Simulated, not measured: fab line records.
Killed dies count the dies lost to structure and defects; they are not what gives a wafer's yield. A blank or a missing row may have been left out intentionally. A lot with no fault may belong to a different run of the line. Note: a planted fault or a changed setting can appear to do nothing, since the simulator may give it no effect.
fab line records ; flow n5_finfet
[record] lots = 5; wafers = 15; last_day = 17
route steps=1938 shown BEOL_M5@1120 PASSIVATION@1936
lots with no fault: from the same line, run without faults
start_h: start of the lot's first displayed wafer, in hours after the record's first day ; wait_h: hours from the lot's prior step to this one ; " as in the row above ; L1.1+2: one row covering several wafers at once ; - no value, or no start given ; * or withheld: withheld ; < > ~ a bound
route shown NAME@n: names a module that has steps shown in the file, with the first one's number in the route ; usual: mean/standard deviation taken from wafers without a fault ; same: alike in all rows ; chamber/n: place in a boat ; sites: readings site by site ; _std_site: the values' standard deviation ; _edge_site: inner sites' mean taken away from outer sites' mean ; radius_mm: how far each site lies from the wafer's centre ; mask NAME#n: copy n ; behind: tool/chamber where the wafer was last shaped ; hold: the reason the lot was held/the length of the hold in hours/how it ended ; device: names the non-switching transistor (n, p or np) ; end of line: the tests these same wafers got at the end of their route ; a step without rows: its recipe alone ; killed: dies that structure and defects cost at the first sort, which is not the same as the wafer's yield ; map: a wafer's dies, x killed, . not, _ none there
set.NAME: the setting that was run; set.NAME@STEP: the one run at that earlier step ; model.NAME: the simulator's own value behind a step, which no gauge read
lots at selected steps of the route; one table per step, one row per wafer
services: the hour from which a tool's chamber was out of use, counted from the record's first day as start_h (under 0 if before that day), plus the number of hours and why
[[steps]]
[step N5_BEOL_M5_COAT_05]
[recipe] resist = CAR-EUV; spin_rpm = 1500; resist_thk_nm = 30
[step N5_BEOL_M5_EBR_07]
[recipe] solvent = PGMEA; ebr_width_mm = 1.5
[step N5_BEOL_M5_SOFTBAKE_06]
[recipe] temp_c = 110; time_s = 60; resist = CAR-EUV
[step N5_BEOL_M5_EXPOSE_08]
[recipe] mask_id = M5; na = 0.33; source_shape = annular; sigma_inner = 0.4; sigma_outer = 0.8; polarization = unpolarized; target_cd_nm = 28; dose_mj = 35.75
[step N5_BEOL_M5_PEB_09]
[recipe] peb_temp_c = 100; peb_time_s = 60; resist = CAR-EUV
[step N5_BEOL_M5_DEVELOP_10]
[recipe] develop_time_s = 30; developer = TMAH; resist = CAR-EUV; rinse_liquid = surfactant_rinse; dry = air_spin; dev_temp_c = 23
[step N5_BEOL_M5_DESCUM_16]
[recipe] chemistry = O2; time_s = 7; source_power_w = 50; bias_power_w = 20; pressure_mtorr = 20; rf_frequency_hz = 2.712e+07; temp_c = 40; resist = CAR-EUV; o2_flow_sccm = 225
[step N5_BEOL_M5_ETCH_72]
[recipe] chemistry = N2/H2; target = underlayer; target_depth_a = 65; mask_material = CAR-EUV; time_s = 5.2; ion_energy_ev = 200; pressure_mtorr = 30; source_w = 840; bias_w = 150; n2_flow_sccm = 200; h2_flow_sccm = 200; ends = cleared
[step N5_BEOL_M5_ETCH_61]
[recipe] chemistry = CF4; target = SiARC; target_depth_a = 156; mask_material = CAR-EUV; time_s = 26; ion_energy_ev = 80; pressure_mtorr = 40; source_w = 545; bias_w = 36; Ar_flow_sccm = 100; cf4_flow_sccm = 100; ends = cleared
[step N5_BEOL_M5_ETCH_62]
[recipe] chemistry = N2/H2; target = SOC; target_depth_a = 750; overetch_a = 150; mask_material = SiARC; temp_c = 40; time_s = 112.5; ion_energy_ev = 200; pressure_mtorr = 30; source_w = 840; bias_w = 150; n2_flow_sccm = 200; h2_flow_sccm = 200
[usual] drypump_motor_current_A = 5.7/0.55; h2_flow_sccm = 199.9/0.59; oes_product_au = 0.62/0.053; rf_fwd_power_W = 836.3/2.6; rf_vpp_V = 523.9/2.2; showerhead_plenum_p_Torr = 2.54/0.075; throttle_valve_pct = 17.82/0.24
lot.wafer;tool;chamber;start_h;wait_h;drypump_motor_current_A;h2_flow_sccm;oes_product_au;rf_fwd_power_W;rf_hours_counter_h;rf_vpp_V;showerhead_plenum_p_Torr;throttle_valve_pct;model.SiARC_of_BEOL_M5_COAT_60.thk_nm;model.BEOL_M5.cd_nm
L199.1;rie_diel-06;2;218.29;0.0;5.9;199.6;0.58;835.4;168;527.2;2.64;17.82;7;28.2
L199.4;rie_diel-06;3;218.29;0.0;6.0;199.7;0.60;836.8;158;524.4;2.53;17.68;7;28
L199.5;rie_diel-06;0;218.29;0.0;6.6;199.9;0.71;832.6;-;523.7;2.60;17.33;7;28
L210.1;rie_diel-06;1;283.61;0.0;5.2;199.4;0.68;637.6;41;576.8;2.59;17.99;7.2;27.8
L210.5;rie_diel-06;2;283.61;0.0;6.0;200.3;0.58;629.1;-;576.9;2.63;17.85;7.6;28
L210.6;rie_diel-06;3;283.61;0.0;6.0;199.1;0.58;634.1;-;572.4;2.52;17.71;7.6;27.4
L211.2;rie_diel-06;0;287.98;0.0;6.6;200.1;0.68;638.3;63;575.5;2.59;17.36;7.6;27.2
L211.3;rie_diel-06;2;287.98;0.0;6.0;199.8;0.58;634.8;188;576.3;2.63;17.87;7.6;27.4
L211.4;rie_diel-06;3;287.98;0.0;6.0;199.5;0.59;633.2;178;573.5;2.52;17.73;7.6;27.4
L213.3;rie_diel-06;3;297.00;0.0;6.0;199.3;0.58;635.1;183;573.2;2.52;17.72;7.6;28
L213.5;rie_diel-06;3;297.00;0.0;6.0;198.6;0.58;638.0;-;573.8;2.52;17.71;7.6;28
L213.6;rie_diel-06;0;297.00;0.0;6.6;199.9;0.67;631.9;-;575.2;2.59;17.39;7.6;27.6
L215.1;rie_diel-03;3;300.48;0.0;4.7;199.4;0.59;836.8;162;521.2;2.43;18.02;6.8;28
L215.2;rie_diel-03;0;300.48;0.0;5.5;199.8;0.69;833.9;45;524.3;2.60;17.73;6.8;28.6
L215.5;rie_diel-03;2;300.48;0.0;5.1;200.7;0.61;836.9;-;525.3;2.57;17.90;6.6;28.4
[step N5_BEOL_M5_STRIP_63]
[recipe] chemistry = N2/H2; temp_c = 40; n2_flow_sccm = 200; h2_flow_sccm = 200; rf_frequency_hz = 6e+07
[step N5_BEOL_M5_STRIP_73]
[recipe] chemistry = N2/H2; temp_c = 40; n2_flow_sccm = 200; h2_flow_sccm = 200; rf_frequency_hz = 6e+07
[step N5_BEOL_M5_STRIP_64]
[recipe] chemistry = CF4; resist = SiARC; power_w = 300; bias_power_w = 75; pressure_mtorr = 50; cf4_flow_sccm = 150; rf_frequency_hz = 6e+07
[step N5_BEOL_M5_HM_OPEN_17]
[recipe] chemistry = Cl2/BCl3; target_depth_a = 200; overetch_a = 60; target = TiN; mask_material = SOC; ion_energy_ev = 150; pressure_mtorr = 10; icp_w = 1000; bias_w = 126; Cl2_flow_sccm = 53.25; bcl3_flow_sccm = 21.75; Ar_flow_sccm = 25
[step N5_BEOL_M5_STRIP_19]
[recipe] chemistry = O2; power_w = 400; temp_c = 40; pressure_mtorr = 30; rf_frequency_hz = 6e+07; bias_power_w = 0; overash_fraction = 0.2; o2_flow_sccm = 225
[step N5_BEOL_M5_COAT_65]
[recipe] resist = SOC; temp_c = 250; time_s = 60; spin_rpm = 1500; resist_thk_nm = 60
[step N5_BEOL_M5_COAT_66]
[recipe] resist = SiARC; temp_c = 220; time_s = 60; spin_rpm = 1500; resist_thk_nm = 12
[step N5_BEOL_M5_COAT_74]
[recipe] resist = underlayer; temp_c = 205; time_s = 60; spin_rpm = 1500; resist_thk_nm = 5
[step N5_BEOL_M5_COAT_22]
[recipe] resist = CAR-EUV; spin_rpm = 1500; resist_thk_nm = 30
[step N5_BEOL_M5_EBR_24]
[recipe] solvent = PGMEA; ebr_width_mm = 1.5
[step N5_BEOL_M5_SOFTBAKE_23]
[recipe] temp_c = 110; time_s = 60; resist = CAR-EUV
[step N5_BEOL_M5_EXPOSE_25]
[recipe] mask_id = V4; na = 0.33; source_shape = quasar; sigma_inner = 0.2; sigma_outer = 0.6; polarization = unpolarized; defocus_nm = 10; dose_mj = 52.75
[step N5_BEOL_M5_PEB_26]
[recipe] peb_temp_c = 100; peb_time_s = 60; resist = CAR-EUV
[step N5_BEOL_M5_DEVELOP_27]
[recipe] develop_time_s = 30; developer = TMAH; resist = CAR-EUV; rinse_liquid = surfactant_rinse; dry = air_spin; dev_temp_c = 23
[step N5_BEOL_M5_DESCUM_33]
[recipe] chemistry = O2; time_s = 7; source_power_w = 50; bias_power_w = 20; pressure_mtorr = 20; rf_frequency_hz = 2.712e+07; temp_c = 40; resist = CAR-EUV; o2_flow_sccm = 225
[step N5_BEOL_M5_ETCH_75]
[recipe] chemistry = N2/H2; target = underlayer; target_depth_a = 65; mask_material = CAR-EUV; time_s = 5.2; ion_energy_ev = 200; pressure_mtorr = 30; source_w = 840; bias_w = 150; n2_flow_sccm = 200; h2_flow_sccm = 200; ends = cleared
[step N5_BEOL_M5_ETCH_67]
[recipe] chemistry = CF4; target = SiARC; target_depth_a = 156; mask_material = CAR-EUV; time_s = 26; ion_energy_ev = 80; pressure_mtorr = 40; source_w = 545; bias_w = 36; Ar_flow_sccm = 100; cf4_flow_sccm = 100; ends = cleared
[step N5_BEOL_M5_ETCH_68]
[recipe] chemistry = N2/H2; target = SOC; target_depth_a = 800; overetch_a = 160; mask_material = SiARC; temp_c = 40; time_s = 120; ion_energy_ev = 200; pressure_mtorr = 30; source_w = 840; bias_w = 150; n2_flow_sccm = 200; h2_flow_sccm = 200
[step N5_BEOL_M5_STRIP_69]
[recipe] chemistry = N2/H2; temp_c = 40; n2_flow_sccm = 200; h2_flow_sccm = 200; rf_frequency_hz = 6e+07
[step N5_BEOL_M5_STRIP_76]
[recipe] chemistry = N2/H2; temp_c = 40; n2_flow_sccm = 200; h2_flow_sccm = 200; rf_frequency_hz = 6e+07
[step N5_BEOL_M5_VIA_ETCH_34]
[recipe] chemistry = C4F6/O2; target = SiCOH_lowk; target_depth_a = 883; mask_material = SOC; taper_deg = 4; time_s = 39.2; ion_energy_ev = 250; pressure_mtorr = 30; source_w = 345; bias_w = 185; Ar_flow_sccm = 300; C4F6_flow_sccm = 10; O2_flow_sccm = 10
[step N5_BEOL_M5_STRIP_85]
[recipe] chemistry = C4F6/O2; resist = SiARC; rf_frequency_hz = 6e+07
[step N5_BEOL_M5_STRIP_36]
[recipe] chemistry = N2/H2; power_w = 450; temp_c = 40; pressure_mtorr = 20; rf_frequency_hz = 6e+07; overash_fraction = 0.3; bias_power_w = 7; h2_frac = 0.5; n2_flow_sccm = 200; h2_flow_sccm = 200
[step N5_BEOL_M5_TRENCH_ETCH_37]
[recipe] chemistry = C4F6/O2; target_depth_a = 716.52; target = SiCOH_lowk; time_s = 24.7; ion_energy_ev = 250; pressure_mtorr = 30; source_w = 345; bias_w = 185; Ar_flow_sccm = 300; C4F6_flow_sccm = 10; O2_flow_sccm = 10
[step N5_BEOL_M5_ETCH_41]
[recipe] chemistry = CH3F/O2; target = SiCN; target_depth_a = 315; taper_deg = 2; time_s = 56.7; ion_energy_ev = 120; mask_material = TiN; pressure_mtorr = 30; source_w = 395; bias_w = 75; Ar_flow_sccm = 150; CH3F_flow_sccm = 30; O2_flow_sccm = 20
[usual] drypump_motor_current_A = 5.8/0.5; oes_product_au = 0.78/0.074; rf_fwd_power_W = 391.0/1.9; rf_vpp_V = 297.4/1.4; showerhead_plenum_p_Torr = 2.00/0.063; throttle_valve_pct = 16.31/0.26
lot.wafer;tool;chamber;start_h;wait_h;drypump_motor_current_A;oes_product_au;rf_fwd_power_W;rf_hours_counter_h;rf_vpp_V;showerhead_plenum_p_Torr;throttle_valve_pct;model.BEOL_M5.cd_nm
L199.1;rie_diel-01;2;-;-;5.9;0.77;388.3;113;300.0;2.10;16.37;28.4
L199.4;rie_diel-01;0;-;-;6.0;0.70;390.6;185;296.3;1.98;16.50;28
L199.5;rie_diel-01;3;-;-;6.3;0.85;393.1;-;295.1;1.94;15.94;28
L210.1;rie_diel-06;2;-;-;6.0;0.72;391.9;187;297.5;2.09;16.42;27.6
L210.5;rie_diel-06;0;-;-;6.6;0.86;391.3;-;298.2;2.02;15.75;28
L210.6;rie_diel-06;1;-;-;5.2;0.88;392.1;-;297.3;2.05;16.51;27.4
L211.2;rie_diel-01;3;-;-;6.2;0.83;392.0;75;296.3;1.94;15.99;27.2
L211.3;rie_diel-01;0;-;-;6.0;0.69;390.8;208;297.1;1.98;16.57;27.4
L211.4;rie_diel-01;1;-;-;5.8;0.69;393.5;226;295.7;1.90;16.57;27.6
L213.3;rie_diel-01;3;-;-;6.2;0.83;390.4;78;296.0;1.93;16.01;28
L213.5;rie_diel-01;1;-;-;5.8;0.69;391.0;-;296.1;1.90;16.57;28
L213.6;rie_diel-01;2;-;-;5.9;0.75;390.9;-;299.8;2.09;16.42;27.4
L215.1;rie_diel-01;3;-;-;6.3;0.82;392.5;80;296.7;1.93;16.02;28
L215.2;rie_diel-01;2;-;-;5.8;0.74;389.6;140;298.1;2.09;16.43;28.6
L215.5;rie_diel-01;0;-;-;6.0;0.68;388.3;-;296.3;1.98;16.56;28.4
[step N5_PASSIVATION_PROBE_49]
[usual] defect_limited_yield = 91.6/1.4; killed_at_M0_to_M3 = 35/10; killed_at_M4_up = 13/4.8; killed_at_contacts = 12/7.2; killed_at_front_end = 36/12; killed_at_other = 4/3.1; killed_dies = 100/17; killed_open = 66/13; killed_short = 32/7.3; sort_bin_5_function = 5.0/0.94; sort_bin_6_memory = 3.1/0.67; sort_n_pass = 1080/17; sort_yield_pct = 91.6/1.4
[same] gross_dies = 1180; killed_at_back_side = 0; sort_bin_4_leakage[%] = 0; sort_bin_8_speed[%] = 0
lot.wafer;tool;chamber;start_h;wait_h;defect_limited_yield[%];killed_at_M0_to_M3;killed_at_M4_up;killed_at_contacts;killed_at_front_end;killed_at_other;killed_dies;killed_open;killed_short;sort_bin_5_function[%];sort_bin_6_memory[%];sort_n_pass;sort_yield_pct[%]
L213.6;prober-01;-;409.39;0.3;92.3;27;12;13;38;1;91;64;27;4.3;2.9;1089;92.3
// killed by level:class
L213.6 STI_FIN_REVEAL:geometric_particle:open=15 MOL_CONTACT_COAG:geometric_particle:open=11 BEOL_M0_SAQP:geometric_particle:open=10 BEOL_M0_SAQP:geometric_particle:short=7 GATE_CUT:geometric_particle:open=3 GATE_CUT:geometric_particle:short=3 BEOL_M3:geometric_particle:open=3 BEOL_M3:geometric_particle:short=3
[[services]]
tool;chamber;start_h;hours;kind
rie_diel-06;2;224.10;3.8;repair
rie_diel-03;2;257.70;2.6;repair
rie_diel-03;-;281.46;14.6;pm
[[key]]
[first_sign] step = N5_BEOL_M5_ETCH_62; reading = rf_fwd_power_W; direction = down; sigmas = 76; usual = *; struck = *
[effect] step = N5_BEOL_M5_ETCH_62; reading = rf_vpp_V; direction = up; sigmas = 23; usual = 523.9; struck = 574.9
[model_effect] step = N5_BEOL_M5_ETCH_62; value = SiARC_of_BEOL_M5_COAT_60.thk_nm; without = 6.844; struck = 7.556
[model_effect] step = N5_BEOL_M5_ETCH_41; value = BEOL_M5.cd_nm; without = 28.12; struck = 27.62
met_at N5_BEOL_M5_ETCH_62
struck_wafers L210.1,L210.5,L210.6,L211.2,L211.3,L211.4,L213.3,L213.5,L213.6
onset_between 218.29 283.61
[fault] kind = process_parameter_drift; tool = rie_diel-06; chamber = -; onset_h = 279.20; steps = N5_BEOL_M5_ETCH_62; channel = source_w; offset = -201.6; shape = step; end_h = 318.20; acts_in = these_recipes_only; stated = 840
